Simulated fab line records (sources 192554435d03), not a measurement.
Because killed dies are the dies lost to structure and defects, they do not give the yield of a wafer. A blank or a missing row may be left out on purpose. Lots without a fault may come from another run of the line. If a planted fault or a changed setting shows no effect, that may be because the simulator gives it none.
Lot-split experiment + flow n5_finfet + 39 wafers read from 7 lots, route of 1938 steps

== SPLIT DETAILS ==
At N5_WELL_APT_EXPOSE_05 (exposes mask NWELL, defocus 0 nm, target cd 200 nm), the setting dose_mj was moved away from the recipe's 20.3 on 15 of the 39 wafers read, by -7.0% to +6.0%. For the rest of the wafers, this setting stayed at what the recipe calls for.

== FROM THE SPLIT TO THE READING: what the file shows between them, 3 steps ==
- N5_WELL_APT_PEB_06: peb time 90 s
- N5_WELL_APT_DEVELOP_07: develop time 45 s
- N5_WELL_APT_HARDBAKE_12: time 120 s

== THE READING ==
cd_nm (nm) at N5_WELL_APT_CD_MEAS_08, where the cd target is 200 nm. On this fab line, fault-free wafers typically give 199.5 nm with a standard deviation of 1.8 nm.

| wafer  | tool, chamber at the split | dose_mj as run | against the recipe | cd_nm, nm | against lot-mates on the recipe |
|--------|----------------------------|----------------|--------------------|-----------|---------------------------------|
| L076.1 | krf_scanner-02, 0          | 19.42          | -4.3%              | 189.0     | -11.0                           |
| L076.2 | krf_scanner-02, 0          | 19.42          | -4.3%              | 191.8     | -8.2                            |
| L076.3 | krf_scanner-02, 0          | 20.3           | recipe             | 198.6     | -                               |
| L076.4 | krf_scanner-02, 0          | 20.3           | recipe             | 202.0     | -                               |
| L076.5 | krf_scanner-02, 0          | 20.3           | recipe             | 199.4     | -                               |
| L076.6 | krf_scanner-02, 0          | 19.42          | -4.3%              | 192.3     | -7.7                            |
| L080.1 | krf_scanner-01, 0          | 19.76          | -2.7%              | 193.0     | -4.8                            |
| L080.2 | krf_scanner-01, 0          | 20.3           | recipe             | 198.0     | -                               |
| L080.3 | krf_scanner-01, 0          | 20.3           | recipe             | 197.1     | -                               |
| L080.4 | krf_scanner-01, 0          | 19.76          | -2.7%              | 196.4     | -1.4                            |
| L080.5 | krf_scanner-01, 0          | 19.76          | -2.7%              | 196.4     | -1.4                            |
| L080.6 | krf_scanner-01, 0          | 20.3           | recipe             | 198.4     | -                               |
| L081.1 | krf_scanner-02, 0          | 20.3           | recipe             | 199.7     | -                               |
| L081.2 | krf_scanner-02, 0          | 20.3           | recipe             | 200.8     | -                               |
| L081.3 | krf_scanner-02, 0          | 20.3           | recipe             | 202.3     | -                               |
| L081.4 | krf_scanner-02, 0          | 20.3           | recipe             | 199.6     | -                               |
| L081.5 | krf_scanner-02, 0          | 20.3           | recipe             | 202.2     | -                               |
| L081.6 | krf_scanner-02, 0          | 20.3           | recipe             | 198.9     | -                               |
| L088.3 | krf_scanner-02, 0          | 20.3           | recipe             | 199.1     | -                               |
| L088.5 | krf_scanner-02, 0          | 20.3           | recipe             | 201.2     | -                               |
| L088.6 | krf_scanner-02, 0          | 20.3           | recipe             | 198.1     | -                               |
| L091.1 | krf_scanner-02, 0          | 19.19          | -5.5%              | 190.4     | -9.4                            |
| L091.2 | krf_scanner-02, 0          | 20.3           | recipe             | 200.8     | -                               |
| L091.3 | krf_scanner-02, 0          | 19.19          | -5.5%              | 192.1     | -7.7                            |
| L091.4 | krf_scanner-02, 0          | 20.3           | recipe             | 199.7     | -                               |
| L091.5 | krf_scanner-02, 0          | 19.19          | -5.5%              | 191.5     | -8.3                            |
| L091.6 | krf_scanner-02, 0          | 20.3           | recipe             | 199.0     | -                               |
| L092.1 | krf_scanner-02, 0          | 20.3           | recipe             | 198.9     | -                               |
| L092.2 | krf_scanner-02, 0          | 18.88          | -7.0%              | 188.7     | -9.4                            |
| L092.3 | krf_scanner-02, 0          | 18.88          | -7.0%              | 186.7     | -11.4                           |
| L092.4 | krf_scanner-02, 0          | 20.3           | recipe             | 199.9     | -                               |
| L092.5 | krf_scanner-02, 0          | 20.3           | recipe             | 195.6     | -                               |
| L092.6 | krf_scanner-02, 0          | 18.88          | -7.0%              | 189.3     | -8.8                            |
| L093.1 | krf_scanner-02, 0          | 21.51          | +6.0%              | 206.6     | +7.6                            |
| L093.2 | krf_scanner-02, 0          | 21.51          | +6.0%              | 204.4     | +5.4                            |
| L093.3 | krf_scanner-02, 0          | 20.3           | recipe             | 200.3     | -                               |
| L093.4 | krf_scanner-02, 0          | 21.51          | +6.0%              | 208.3     | +9.3                            |
| L093.5 | krf_scanner-02, 0          | 20.3           | recipe             | 198.4     | -                               |
| L093.6 | krf_scanner-02, 0          | 20.3           | recipe             | 198.2     | -                               |

FIT RESULTS
A straight line over all 39 wafers: cd_nm changes by +1.47 nm for each +1% of dose_mj; r = +0.94; the points scatter about the line by 1.7 nm.
The same after taking each lot's own level away (the mean of its wafers on the recipe; 39 wafers): +1.45 nm for each +1%; r = +0.95; scatter 1.6 nm.
The reading moves by 10 nm for the largest change in dose_mj, on that fit.
From 197.83 to 200.58 nm: that is the span of the lots' own levels, equal to 1.5 times the standard deviation above.
The two slopes agree, so the slope changes little with the lot-to-lot level.
Check: for one of the wafers moved furthest among these (-7.0%), held out of the fit, the line's prediction against its lot-mates is -10.5 nm. It came out at -9.43 nm against them.

== THE WHOLE CHAIN: every reading that the file lists as answering this split, in the file's order ==
| step                   | what it does             | reading                                                         | change (the file's fit)              | r (the file's) |
|------------------------|--------------------------|-----------------------------------------------------------------|--------------------------------------|----------------|
| N5_WELL_APT_CD_MEAS_08 | target cd 200 nm         | cd_nm                                                           | +1.47 nm for each +1% of the setting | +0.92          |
| N5_WELL_APT_DESCUM_13  | chemistry O2, time 7.9 s | WELL_APT.cd_nm (the simulator's own value, which no gauge read) | +1.48 nm for each +1% of the setting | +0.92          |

== FILE'S OWN FIT ==
cd_nm changes by +1.47 nm for each +1% of dose_mj, r = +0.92.
